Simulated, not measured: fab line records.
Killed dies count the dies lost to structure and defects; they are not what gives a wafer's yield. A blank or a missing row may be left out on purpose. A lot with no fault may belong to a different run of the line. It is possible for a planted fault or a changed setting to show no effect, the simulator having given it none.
Chamber matching / flow n5Finfet / N5_DUMMY_GATE_ETCH_23 on rieSi-02 has 4 sister chambers
The step etches poly-Si in HBr/Cl2/O2, target depth 41 nm, time 22.3 s. 8 wafers are shown with their chamber, then 9 later ones without.

== WAFERS WITH THEIR CHAMBER ==
wafer=L079.1; chamber=1; drypumpMotorCurrentA (A)=5.7; throttleValvePct (%)=37.42
wafer=L079.6; chamber=3; drypumpMotorCurrentA (A)=6.6; throttleValvePct (%)=37.39
wafer=L084.2; chamber=3; drypumpMotorCurrentA (A)=6.5; throttleValvePct (%)=37.40
wafer=L084.4; chamber=0; drypumpMotorCurrentA (A)=4.9; throttleValvePct (%)=37.01
wafer=L084.5; chamber=0; drypumpMotorCurrentA (A)=5.0; throttleValvePct (%)=37.00
wafer=L085.2; chamber=1; drypumpMotorCurrentA (A)=5.7; throttleValvePct (%)=37.41
wafer=L085.4; chamber=2; drypumpMotorCurrentA (A)=6.7; throttleValvePct (%)=37.65
wafer=L085.6; chamber=2; drypumpMotorCurrentA (A)=6.7; throttleValvePct (%)=37.64

== WAFERS WITHOUT THEIR CHAMBER ==
wafer=L090.3; drypumpMotorCurrentA (A)=6.6; throttleValvePct (%)=37.38
wafer=L090.4; drypumpMotorCurrentA (A)=5.7; throttleValvePct (%)=37.41
wafer=L090.5; drypumpMotorCurrentA (A)=6.5; throttleValvePct (%)=37.41
wafer=L094.1; drypumpMotorCurrentA (A)=6.7; throttleValvePct (%)=37.64
wafer=L094.3; drypumpMotorCurrentA (A)=5.7; throttleValvePct (%)=37.44
wafer=L094.4; drypumpMotorCurrentA (A)=6.6; throttleValvePct (%)=37.41
wafer=L097.2; drypumpMotorCurrentA (A)=5.7; throttleValvePct (%)=37.42
wafer=L097.3; drypumpMotorCurrentA (A)=6.5; throttleValvePct (%)=37.41
wafer=L097.4; drypumpMotorCurrentA (A)=5.0; throttleValvePct (%)=36.99

== EACH ONE'S CHAMBER ==
wafer=L090.3; from the rows above=3; in truth=3
wafer=L090.4; from the rows above=1; in truth=1
wafer=L090.5; from the rows above=3; in truth=3
wafer=L094.1; from the rows above=2; in truth=2
wafer=L094.3; from the rows above=1; in truth=1
wafer=L094.4; from the rows above=3; in truth=3
wafer=L097.2; from the rows above=1; in truth=1
wafer=L097.3; from the rows above=3; in truth=3
wafer=L097.4; from the rows above=0; in truth=0
Correct placement for 9 of the 9. Can't be placed from these rows: 0. Number placed wrongly: 0.
How it was worked out, from the rows above alone: a wafer's distance from a chamber is the root of the sum, over the readings, of the square of ((its reading less the chamber's mean) divided by the reading's scatter). The wafer belongs to the nearest chamber; if the next one is less than 2 further off, it can't be placed. For every chamber, the mean is computed from those of its wafers that are shown. How the scatter is found: for the shown wafers, subtract from each reading the mean of its chamber, square and add these, divide the total by (wafers less chambers), then take the root.
